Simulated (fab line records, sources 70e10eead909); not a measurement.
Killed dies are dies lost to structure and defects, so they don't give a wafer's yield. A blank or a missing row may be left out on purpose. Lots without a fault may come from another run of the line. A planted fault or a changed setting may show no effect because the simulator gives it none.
Chamber matching | flow nand_harc | NHARC_A_CHANNEL_FILL_D1_STRIP_28 on rie_diel-06: 4 sister chambers
The step strips in O2, time 20 s. 8 wafers are shown with their chamber, then 12 later ones without.

WAFERS WITH THEIR CHAMBER
wafer  | chamber | showerhead_plenum_p_Torr (Torr) | drypump_motor_current_A (A)
L085.2 | 0       | 3.59                            | 5.7
L085.3 | 3       | 3.64                            | 6.1
L086.2 | 3       | 3.64                            | 6.1
L086.3 | 0       | 3.59                            | 5.8
L086.6 | 2       | 3.53                            | 6.7
L088.2 | 2       | 3.52                            | 6.8
L088.3 | 1       | 3.68                            | 5.5
L088.5 | 1       | 3.68                            | 5.5

WAFERS WITHOUT THEIR CHAMBER
wafer  | showerhead_plenum_p_Torr (Torr) | drypump_motor_current_A (A)
L091.1 | 3.63                            | 6.1
L091.3 | 3.58                            | 5.7
L091.4 | 3.52                            | 6.7
L092.1 | 3.63                            | 6.1
L092.2 | 3.58                            | 5.8
L092.5 | 3.58                            | 5.7
L093.3 | 3.58                            | 5.7
L093.5 | 3.63                            | 6.1
L093.6 | 3.68                            | 5.6
L095.2 | 3.63                            | 6.1
L095.5 | 3.52                            | 6.7
L095.6 | 3.68                            | 5.5

WHICH CHAMBER EACH WENT THROUGH
wafer  | from the rows above | in truth
L091.1 | 3                   | 3
L091.3 | 0                   | 0
L091.4 | 2                   | 2
L092.1 | 3                   | 3
L092.2 | 0                   | 0
L092.5 | 0                   | 0
L093.3 | 0                   | 0
L093.5 | 3                   | 3
L093.6 | 1                   | 1
L095.2 | 3                   | 3
L095.5 | 2                   | 2
L095.6 | 1                   | 1
Placed correctly: 12 of 12. Can't be placed from these rows: 0. Placed wrongly: 0.
How it was worked out, from the rows above alone: a wafer's distance from a chamber is the root of the sum, over the readings, of the square of ((its reading less the chamber's mean) divided by the reading's scatter). The wafer belongs to the nearest chamber; if the next one is less than 2 further off, it can't be placed. A chamber's mean is the mean of its shown wafers. The scatter: the root of (the sum of the squares of (reading less its chamber's mean) over the shown wafers, divided by (wafers less chambers)).
